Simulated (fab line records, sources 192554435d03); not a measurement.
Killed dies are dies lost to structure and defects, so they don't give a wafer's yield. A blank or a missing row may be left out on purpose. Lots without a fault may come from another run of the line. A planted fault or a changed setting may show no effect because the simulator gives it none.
fab line records | flow n5_finfet
record lots=7 wafers=20 last_day=18
route steps=1938 shown BEOL_M0@719 BEOL_M4@1111 PASSIVATION@1936
lots that met no fault: from a run of the same line without faults
start_h: hours from the record's first day to the start of the lot's first wafer shown | wait_h: hours since the lot's step before | " the same as in the row above | L1.1+2: a row that stands for several wafers | - no value, or no start given | * or withheld: withheld | < > ~ a bound
route shown NAME@n: a module of which the file shows steps, and the number in the route of the first | usual: mean/standard deviation of fault-free wafers | same: alike in all rows | chamber/n: place in a boat | sites: the reading at each site | _std_site: their standard deviation | _edge_site: outer sites' mean less inner sites' | radius_mm: how far each site lies from the wafer's centre | mask NAME#n: copy n | behind: the tool/chamber that last shaped the wafer | hold: why the lot was held/for how many hours/how that ended | device: the transistor (n, p or np) that didn't switch | end of line: the same wafers' tests at the end of the route | a step without rows: its recipe alone | killed: dies lost to structure and defects at the first sort, not the wafer's yield | map: a wafer's dies, x killed, . not, _ none there
set.NAME: the setting as run; set.NAME@STEP: as run at that earlier step | model.NAME: the simulator's own value behind a step, which no gauge read
lots at some steps of the route; a table a step, a row a wafer
services: from which hour (start_h, from the record's first day; less than 0 if before it) a tool's chamber was out of use, for how many hours, and why
## steps
# step N5_BEOL_M0_WET_ETCH_106
# recipe chemistry=DHF dilution=10:1 temp_c=25 target=SiO2 target_depth_a=1300 dry=ipa_marangoni rinse_time_s=30 rinse_temp_c=23
# step N5_BEOL_M0_ETCH_128
# recipe chemistry=CF4/N2 target_depth_a=120 overetch_a=51 target=SiCN time_s=21.4 ion_energy_ev=150 pressure_mtorr=40 source_w=430 bias_w=70 Ar_flow_sccm=100 cf4_flow_sccm=60 n2_flow_sccm=60
# usual drypump_motor_current_A=5.6/0.33 mfc_ar_sccm=100.0/0.31 oes_product_au=0.55/0.064 rf_vpp_V=382.9/2 showerhead_plenum_p_Torr=2.23/0.07 throttle_valve_pct=15.30/0.19
# columns lot.wafer tool chamber start_h wait_h drypump_motor_current_A mfc_ar_sccm oes_product_au rf_hours_counter_h rf_vpp_V showerhead_plenum_p_Torr throttle_valve_pct
L232.1 rie_diel-05 1 116.82 0.3 5.4 100.3 0.47 235 381.4 2.18 15.73
L232.5 " 2 " " 5.8 99.5 0.50 - 383.1 2.28 15.07
L232.6 " 1 " " 5.4 100.0 0.48 - 380.5 2.18 15.72
L233.1 rie_diel-04 0 129.26 0.0 5.9 100.3 0.54 156 382.3 2.21 15.32
L233.2 " 3 " " 5.0 99.6 0.65 17 386.1 2.34 15.04
L233.6 " 0 " " 5.9 99.9 0.55 - 382.1 2.20 15.33
L240.1 rie_diel-04 0 166.17 0.3 5.9 100.0 0.52 169 383.5 2.20 15.35
L240.2 " 1 " " 5.4 99.9 0.66 2 383.1 2.16 14.87
L240.3 " 3 " " 5.0 99.7 0.62 33 386.5 2.34 15.08
L243.2 rie_diel-05 0 185.76 0.0 5.6 100.9 0.59 54 385.5 2.33 15.28
L243.4 " 3 " " 5.7 99.8 0.49 211 380.6 2.18 15.36
L243.6 " 2 " " 5.8 100.0 0.49 - 385.4 2.27 15.13
L244.4 rie_diel-05 2 196.33 0.0 5.8 99.6 0.49 202 383.0 2.27 15.16
L244.6 " 3 " " 5.7 100.4 0.49 - 380.4 2.18 15.36
L251.3 rie_diel-02 2 231.28 0.0 6.6 100.2 0.51 172 381.8 2.11 15.35
L251.5 " 2 " " 6.6 100.2 0.51 - 381.6 2.11 15.34
L251.6 " 3 " " 5.5 100.4 0.60 - 381.7 2.16 15.48
L255.2 rie_diel-04 2 251.86 0.1 5.7 99.9 0.49 204 384.1 2.28 15.64
L255.3 " 0 " " 5.9 100.2 0.50 199 382.6 2.19 15.41
L255.6 " 0 " " 5.9 100.6 0.50 - 382.0 2.19 15.43
# step N5_BEOL_M0_TRENCH_ETCH_107
# recipe chemistry=C4F6/O2 target_depth_a=328 target=SiOC time_s=16.4 ion_energy_ev=250 pressure_mtorr=30 source_w=355 bias_w=185 Ar_flow_sccm=300 C4F6_flow_sccm=10 O2_flow_sccm=10
# usual drypump_motor_current_A=5.6/0.33 mfc_ar_sccm=300.0/0.96 oes_product_au=0.80/0.096 rf_vpp_V=663/12 showerhead_plenum_p_Torr=2.88/0.09 throttle_valve_pct=20.69/0.21
# columns lot.wafer tool chamber start_h wait_h drypump_motor_current_A mfc_ar_sccm oes_product_au rf_hours_counter_h rf_vpp_V showerhead_plenum_p_Torr throttle_valve_pct
L232.1 rie_diel-05 1 116.87 0.0 5.4 298.8 0.68 235 667 2.80 21.06
L232.5 " 2 " " 5.8 299.7 0.72 - 656 2.95 20.42
L232.6 " 1 " " 5.4 298.3 0.69 - 666 2.80 21.06
L233.1 rie_diel-04 0 129.30 0.0 5.9 299.5 0.78 156 668 2.84 20.68
L233.2 " 3 " " 5.0 299.3 0.95 17 669 3.04 20.64
L233.6 " 0 " " 5.9 300.6 0.77 - 665 2.84 20.66
L240.1 rie_diel-04 0 166.21 0.0 5.9 301.2 0.76 169 667 2.83 20.68
L240.2 " 1 " " 5.4 300.2 0.96 2 656 2.79 20.32
L240.3 " 3 " " 5.0 300.5 0.90 33 668 3.03 20.64
L243.2 rie_diel-05 0 185.80 0.0 5.6 298.5 0.85 54 669 2.97 20.55
L243.4 " 3 " " 5.7 299.1 0.70 211 684 2.82 20.74
L243.6 " 2 " " 5.8 299.6 0.70 - 655 2.93 20.45
L244.4 rie_diel-05 2 196.37 0.0 5.8 302.1 0.69 202 656 2.93 20.47
L244.6 " 3 " " 5.7 299.8 0.70 - 685 2.82 20.76
L251.3 rie_diel-02 2 231.32 0.0 6.6 300.1 0.74 172 669 2.72 20.74
L251.5 " 2 " " 6.6 300.0 0.74 - 667 2.72 20.73
L251.6 " 3 " " 5.5 300.7 0.85 - 642 2.79 20.98
L255.2 rie_diel-04 2 251.91 0.0 5.7 300.2 0.72 204 645 2.95 21.14
L255.3 " 0 " " 5.9 301.4 0.73 199 665 2.82 20.72
L255.6 " 0 " " 5.9 301.6 0.73 - 665 2.82 20.72
# step N5_BEOL_M0_STRIP_142
# recipe chemistry=N2/H2 time_s=10 power_w=450 temp_c=40 pressure_mtorr=20 rf_frequency_hz=6e+07 bias_power_w=7 n2_flow_sccm=200 h2_flow_sccm=200
# step N5_BEOL_M0_OCD_MEAS_108
# usual trench_depth_nm=32.7/0.56
# columns lot.wafer tool chamber start_h wait_h trench_depth_nm
L232.1 ocd-01 - 116.97 0.1 32.5
L232.5 " - " " 32.6
L232.6 " - " " 31.8
L233.1 ocd-02 - 129.41 0.1 33.3
L233.2 " - " " 33.6
L233.6 " - " " 32.4
L240.1 ocd-02 - 166.32 0.1 32.7
L240.2 " - " " 33.4
L240.3 " - " " 33.4
L243.2 ocd-02 - 185.90 0.1 32.2
L243.4 " - " " 31.8
L243.6 " - " " 32.7
L244.4 ocd-01 - 196.48 0.1 32.2
L244.6 " - " " 32.7
L251.3 ocd-02 - 231.43 0.1 32.8
L251.5 " - " " 32.9
L251.6 " - " " 32.5
L255.2 ocd-02 - 252.01 0.1 33.1
L255.3 " - " " 32.8
L255.6 " - " " 32.4
# step N5_BEOL_M0_HM_STRIP_129
# recipe chemistry=peroxide_tin_strip material=TiN target_depth_a=170 temp_c=50 time_s=108
# step N5_BEOL_M0_SRD_130
# recipe time_s=30 temp_c=23 rinse_liquid=diw dry=ipa_marangoni
# step N5_BEOL_M0_ETCH_109
# recipe chemistry=CH3F/O2 target_depth_a=80 overetch_a=24 target=SiCN time_s=27.4 ion_energy_ev=120 pressure_mtorr=30 source_w=395 bias_w=75 Ar_flow_sccm=150 CH3F_flow_sccm=30 O2_flow_sccm=20
# step N5_BEOL_M0_STRIP_139
# recipe chemistry=post_etch_residue_remover time_s=60 temp_c=25 remover_ph=withheld remover_water_wt_pct=withheld remover_fluoride_wt_pct=withheld
# step N5_BEOL_M0_SRD_111
# recipe time_s=30 temp_c=23 rinse_liquid=diw dry=ipa_marangoni
# step N5_BEOL_M0_DEGAS_112
# recipe ambient=vacuum temp_c=250 time_s=60
# usual heater_power_w=333/26
# columns lot.wafer tool chamber start_h wait_h heater_power_w
L232.1 pvd_sputter-03 - 119.28 1.6 303
L232.5 " - " " 326
L232.6 " - " " 384
L233.1 pvd_sputter-02 - 130.79 0.7 338
L233.2 " - " " 312
L233.6 " - " " 348
L240.1 pvd_sputter-03 - 167.90 1.1 346
L240.2 " - " " 393
L240.3 " - " " 319
L243.2 pvd_sputter-02 - 186.26 0.1 350
L243.4 " - " " 303
L243.6 " - " " 347
L244.4 pvd_sputter-03 - 197.17 0.4 392
L244.6 " - " " 320
L251.3 pvd_sputter-02 - 232.26 0.6 315
L251.5 " - " " 318
L251.6 " - " " 360
L255.2 pvd_sputter-02 - 252.63 0.4 334
L255.3 " - " " 362
L255.6 " - " " 339
# step N5_BEOL_M0_PRE_CLEAN_113
# recipe gas=H2/He time_s=30 temp_c=250
# usual heater_power_w=332/27
# columns lot.wafer tool chamber start_h wait_h heater_power_w
L232.1 pvd_sputter-03 - 119.32 0.0 304
L232.5 " - " " 309
L232.6 " - " " 390
L233.1 pvd_sputter-02 - 130.83 0.0 325
L233.2 " - " " 306
L233.6 " - " " 354
L240.1 pvd_sputter-03 - 167.94 0.0 346
L240.2 " - " " 386
L240.3 " - " " 319
L243.2 pvd_sputter-02 - 186.30 0.0 359
L243.4 " - " " 302
L243.6 " - " " 355
L244.4 pvd_sputter-03 - 197.21 0.0 391
L244.6 " - " " 319
L251.3 pvd_sputter-02 - 232.30 0.0 305
L251.5 " - " " 316
L251.6 " - " " 357
L255.2 pvd_sputter-02 - 252.67 0.0 332
L255.3 " - " " 351
L255.6 " - " " 353
# step N5_BEOL_M0_ALD_136
# recipe material=TaN target_thk_a=* temp_c=275 ald_precursor_family=PDMAT ald_co_reactant=NH3 pressure_torr=3 carrier_flow_sccm=1500 pulse_time_s=2 purge_time_s=3 co_reactant_purge_time_s=2 co_reactant_pulse_time_s=3 ald_cycles=30 precursor_vessel_temp_c=75 precursor_vessel_pressure_torr=26.25 precursor_vessel_carrier_sccm=1000
# usual ald_cycles=30/0 heater_power_w=429/39 precursor_vessel_pressure_torr=26.25/0.049 precursor_vessel_temp_c=75.00/0.12
# columns lot.wafer tool chamber start_h wait_h ald_cycles heater_power_w precursor_vessel_pressure_torr precursor_vessel_temp_c
L232.1 ald_metal-03 0 119.38 0.0 30 419 26.28 75.10
L232.5 " 3 " " 30 464 26.21 74.94
L232.6 " 2 " " 30 463 26.30 75.08
L233.1 ald_metal-04 3 130.89 0.0 30 411 26.25 74.95
L233.2 " 2 " " 30 477 26.23 75.02
L233.6 " 2 " " 30 470 26.24 75.03
L240.1 ald_metal-03 1 168.00 0.0 30 359 26.29 74.79
L240.2 " 2 " " 30 474 26.30 74.93
L240.3 " 3 " " 34 469 26.17 74.97
L243.2 ald_metal-03 3 186.40 0.1 30 461 26.29 74.98
L243.4 " 2 " " 30 468 26.31 74.92
L243.6 " 2 " " 34 470 26.24 75.03
L244.4 ald_metal-03 1 197.39 0.2 30 359 26.28 75.01
L244.6 " 0 " " 34 411 26.30 74.72
L251.3 ald_metal-04 0 232.59 0.3 30 411 26.20 74.92
L251.5 " 3 " " 30 402 26.27 74.89
L251.6 " 2 " " 30 483 26.23 74.94
L255.2 ald_metal-03 0 252.75 0.1 30 397 26.16 75.01
L255.3 " 2 " " 30 461 26.27 75.09
L255.6 " 1 " " 30 361 26.19 75.07
# step N5_BEOL_M0_SURFACE_TREAT_137
# recipe gas=Ar time_s=* ion_energy_ev=* ion_current_ma_cm2=0.5 pressure_mtorr=* ar_flow_sccm=30
# usual throttle_valve_pct=*
# columns lot.wafer tool chamber start_h wait_h throttle_valve_pct
L232.1 pvd_sputter-03 - 119.68 0.2 *
L232.5 " - " " *
L232.6 " - " " *
L233.1 pvd_sputter-02 - 131.33 0.3 *
L233.2 " - " " *
L233.6 " - " " *
L240.1 pvd_sputter-03 - 168.40 0.3 *
L240.2 " - " " *
L240.3 " - " " *
L243.2 pvd_sputter-01 - 186.63 0.1 *
L243.4 " - " " *
L243.6 " - " " *
L244.4 pvd_sputter-03 - 197.63 0.1 *
L244.6 " - " " *
L251.3 pvd_sputter-01 - 233.58 0.9 *
L251.5 " - " " *
L251.6 " - " " *
L255.2 pvd_sputter-02 - 253.03 0.2 *
L255.3 " - " " *
L255.6 " - " " *
# step N5_BEOL_M4_RC_MEAS_101
# usual DIBL_N=35.8/1.8 DIBL_P=35.9/2.2 IOFF_N=0.16/0.035 IOFF_P=0.21/0.04 ION_N=672/11 ION_P=461/7.4 SS_N=71.4/0.64 SS_P=73.2/0.67 VT_N=250/3.5 VT_P=-251/3.4
# columns lot.wafer tool chamber start_h wait_h DIBL_N[mV/V] DIBL_P[mV/V] IOFF_N[nA/um] IOFF_P[nA/um] ION_N[uA/um] ION_P[uA/um] SS_N[mV/dec] SS_P[mV/dec] VT_N[mV] VT_P[mV]
L232.1 prober-02 0 163.50 0.0 37.3 37.3 0.19 0.20 682 456 72.2 73.5 249 -251
L232.5 " 0 " " 38.2 38.1 0.22 0.22 680 455 72.3 73.1 244 -251
L232.6 " 0 " " 36.5 36.5 0.16 0.19 674 456 72.4 73.5 248 -254
L233.1 prober-01 0 183.10 0.0 34.2 35.4 0.17 0.23 678 466 71.7 73.4 246 -246
L233.2 " 0 " " 36.1 37.3 0.19 0.24 678 467 72.5 73.3 247 -248
L233.6 " 0 " " 35.5 36.5 0.19 0.24 685 472 71.4 72.6 246 -247
L240.1 prober-02 0 213.59 0.0 34.0 34.4 0.12 0.18 655 458 70.8 72.5 252 -252
L240.2 " 0 " " 38.7 39.8 0.22 0.25 696 468 71.7 74.9 243 -252
L240.3 " 0 " " 36.7 37.7 0.16 0.23 674 463 71.6 74.4 250 -251
L243.2 prober-02 0 238.92 0.2 34.1 34.0 0.13 0.16 673 455 71.6 72.8 253 -257
L243.4 " 0 " " 36.2 34.3 0.15 0.18 663 449 71.9 73.0 252 -252
L243.6 " 0 " " 35.1 35.3 0.13 0.18 667 455 71.2 73.0 252 -251
L244.4 prober-02 0 251.51 0.5 35.0 34.2 0.12 0.18 650 452 70.9 73.1 256 -254
L244.6 " 0 " " 36.3 36.6 0.15 0.22 666 458 70.8 73.9 252 -249
L251.3 prober-01 0 285.21 0.3 39.3 38.7 0.25 0.29 697 464 72.4 73.8 243 -244
L251.5 " 0 " " 35.6 35.2 0.15 0.20 659 456 71.4 72.9 252 -248
L251.6 " 0 " " 35.6 35.3 0.15 0.21 674 461 71.3 73.5 248 -249
L255.2 prober-02 0 311.90 0.2 34.7 34.3 0.12 0.19 668 464 71.0 72.5 252 -254
L255.3 " 0 " " 34.1 33.1 0.11 0.17 656 458 71.3 72.1 254 -255
L255.6 " 0 " " 32.9 32.5 0.10 0.17 659 462 70.3 72.9 254 -253
# step N5_PASSIVATION_PROBE_49
# usual defect_limited_yield=91.0/1.5 killed_at_M0_to_M3=34/9.1 killed_at_M4_up=14/5.7 killed_at_contacts=13/5.7 killed_at_front_end=42/12 killed_at_other=4/3.4 killed_dies=106/17 killed_open=70/13 killed_short=34/7.5 sort_bin_5_function=5.2/0.94 sort_bin_6_memory=3.4/0.69 sort_n_pass=1074/17 sort_yield_pct=91.0/1.5
# same gross_dies=1180 killed_at_back_side=0 sort_bin_4_leakage[%]=0 sort_bin_8_speed[%]=0
# columns lot.wafer tool chamber start_h wait_h defect_limited_yield[%] killed_at_M0_to_M3 killed_at_M4_up killed_at_contacts killed_at_front_end killed_at_other killed_dies killed_open killed_short sort_bin_5_function[%] sort_bin_6_memory[%] sort_n_pass sort_yield_pct[%]
L233.1 prober-02 - 289.56 0.0 92.8 39 16 5 25 0 85 60 23 3.8 3.1 1095 92.8
L233.2 prober-02 - 289.61 0.1 91.9 37 21 9 26 3 96 68 25 4.4 3.5 1084 91.9
L233.6 prober-02 - 289.81 0.3 89.8 43 27 10 40 0 120 88 29 6.0 3.7 1060 89.8
L240.1 prober-02 - 314.37 0.0 91.8 39 16 7 34 1 97 60 34 4.2 3.5 1083 91.8
L240.2 prober-02 - 314.42 0.1 90.7 34 26 16 34 0 110 79 31 6.4 2.6 1070 90.7
L240.3 prober-02 - 314.47 0.1 90.8 23 15 11 58 2 109 76 32 6.0 2.9 1071 90.8
L243.2 prober-01 - 333.86 0.1 93.1 24 7 12 33 6 82 50 31 3.8 3.0 1098 93.1
L243.4 prober-01 - 333.96 0.2 92.0 30 10 17 35 2 94 59 34 4.0 3.4 1086 92.0
L243.6 prober-01 - 334.06 0.3 91.4 30 6 19 35 11 101 61 39 4.6 3.6 1079 91.4
L244.4 prober-01 - 351.71 0.2 90.5 32 16 16 47 1 112 77 34 5.3 3.9 1068 90.5
L244.6 prober-01 - 351.81 0.3 91.9 31 15 11 37 2 96 69 26 4.8 3.3 1084 91.9
# killed by level:class
L233.1 BEOL_M1:geometric_particle:open=10 STI_FIN_REVEAL:geometric_particle:open=9 BEOL_M0_SAQP:geometric_particle:short=8 BEOL_M0_SAQP:geometric_particle:open=7 BEOL_M4:geometric_particle:open=7 FIN_SAQP:geometric_particle:open=6 BEOL_M2:geometric_particle:open=6 FIN_SAQP:geometric_particle:short=3
L233.2 BEOL_M4:geometric_particle:open=14 STI_FIN_REVEAL:geometric_particle:open=9 BEOL_M0_SAQP:geometric_particle:open=9 BEOL_M1:geometric_particle:open=9 MOL_CONTACT_COAG:geometric_particle:open=8 BEOL_M0_SAQP:geometric_particle:short=6 BEOL_M2:geometric_particle:open=4 STARTING-WAFER:geometric_particle:open=4
L233.6 BEOL_M4:geometric_particle:open=22 STI_FIN_REVEAL:geometric_particle:open=18 BEOL_M1:geometric_particle:open=10 BEOL_M0_SAQP:geometric_particle:short=8 BEOL_M0_SAQP:geometric_particle:open=8 BEOL_M2:geometric_particle:open=7 MOL_CONTACT_COAG:geometric_particle:open=7 FIN_SAQP:geometric_particle:open=4
L240.1 BEOL_M0_SAQP:geometric_particle:short=9 BEOL_M3:geometric_particle:open=8 BEOL_M1:geometric_particle:open=7 FIN_SAQP:geometric_particle:open=6 MOL_CONTACT_COAG:geometric_particle:open=6 GATE_CUT:geometric_particle:open=5 BEOL_M4:geometric_particle:open=5 BEOL_M2:geometric_particle:short=5
L240.2 BEOL_M4:geometric_particle:open=16 MOL_CONTACT_COAG:geometric_particle:open=14 BEOL_M0_SAQP:geometric_particle:short=10 FIN_SAQP:geometric_particle:open=7 BEOL_M1:geometric_particle:open=7 STI_FIN_REVEAL:geometric_particle:open=6 DUMMY_GATE:geometric_particle:open=6 FIN_SAQP:geometric_particle:short=5
L240.3 FIN_SAQP:geometric_particle:open=21 BEOL_M4:geometric_particle:open=10 MOL_CONTACT_COAG:geometric_particle:open=9 FIN_SAQP:geometric_particle:short=7 DUMMY_GATE:geometric_particle:open=6 BEOL_M0_SAQP:geometric_particle:short=6 GATE_CUT:geometric_particle:short=5 BEOL_M0_SAQP:geometric_particle:open=5
L243.2 FIN_SAQP:geometric_particle:open=10 FIN_SAQP:geometric_particle:short=10 MOL_CONTACT_COAG:geometric_particle:open=10 BEOL_M1:geometric_particle:open=8 BEOL_M0_SAQP:geometric_particle:open=6 BEOL_M0_SAQP:geometric_particle:short=6 GATE_CUT:geometric_particle:short=4 BEOL_M4:geometric_particle:open=3
L243.4 MOL_CONTACT_COAG:geometric_particle:open=14 FIN_SAQP:geometric_particle:open=10 BEOL_M0_SAQP:geometric_particle:short=10 BEOL_M0_SAQP:geometric_particle:open=8 FIN_SAQP:geometric_particle:short=5 BEOL_M3:geometric_particle:open=4 STI_FIN_REVEAL:geometric_particle:open=3 DUMMY_GATE:geometric_particle:open=3
L243.6 MOL_CONTACT_COAG:geometric_particle:open=14 BEOL_M0_SAQP:geometric_particle:open=13 FIN_SAQP:geometric_particle:open=10 BEOL_M0_SAQP:geometric_particle:short=10 FIN_SAQP:geometric_particle:short=8 MOL_CONTACT_COAG:geometric_particle:short=5 DUMMY_GATE:geometric_particle:open=5 MIM_TOP_ETCH:geometric_particle:short=4
L244.4 MOL_CONTACT_COAG:geometric_particle:open=14 BEOL_M0_SAQP:geometric_particle:open=12 STI_FIN_REVEAL:geometric_particle:open=11 FIN_SAQP:geometric_particle:open=7 BEOL_M0_SAQP:geometric_particle:short=7 FIN_SAQP:geometric_particle:short=6 GATE_CUT:geometric_particle:short=5 GATE_CUT:geometric_particle:open=5
L244.6 MOL_CONTACT_COAG:geometric_particle:open=9 STI_FIN_REVEAL:geometric_particle:open=8 GATE_CUT:geometric_particle:short=7 BEOL_M0_SAQP:geometric_particle:short=7 BEOL_M0_SAQP:geometric_particle:open=7 GATE_CUT:geometric_particle:open=6 BEOL_M2:geometric_particle:open=5 BEOL_M3:geometric_particle:open=5
## services
# columns tool chamber start_h hours kind
rie_diel-04 3 103.87 1.6 repair
rie_diel-02 2 123.38 3.3 repair
rie_diel-02 3 124.20 18.9 repair
rie_diel-05 2 127.78 5.4 repair
rie_diel-04 0 133.20 5.6 repair
rie_diel-02 1 143.12 - clean
rie_diel-02 1 143.12 - consumable_replace:focus_ring
rie_diel-02 1 143.12 20.1 scheduled_down
rie_diel-02 1 143.12 20.1 vent_cycle
rie_diel-04 1 144.24 - clean
rie_diel-04 1 144.24 - consumable_replace:focus_ring
ald_metal-03 - 145.70 2.8 pm
rie_diel-05 1 153.82 - clean
rie_diel-05 1 153.82 - consumable_replace:focus_ring
rie_diel-05 1 153.82 20.4 scheduled_down
rie_diel-05 1 153.82 20.4 vent_cycle
ald_metal-04 - 204.05 1.2 repair
rie_diel-05 3 207.52 3.0 repair
ald_metal-04 - 208.64 6.0 pm
ald_metal-03 - 222.29 1.4 repair
ald_metal-04 - 239.48 8.7 pm
## key
first_sign step=N5_BEOL_M0_ALD_136 reading=ald_cycles direction=up sigmas=99+ usual=* struck=*
effect none on later readings
met_at N5_BEOL_M0_ALD_136
struck_wafers L240.3,L243.6,L244.6
onset_between 119.38 168.00
fault kind=process_parameter_drift tool=ald_metal-03 chamber=- onset_h=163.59 steps=N5_BEOL_M0_ALD_136 channel=ald_cycles offset=* shape=step end_h=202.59 scope=struck_wafers_only acts_in=* stated=*
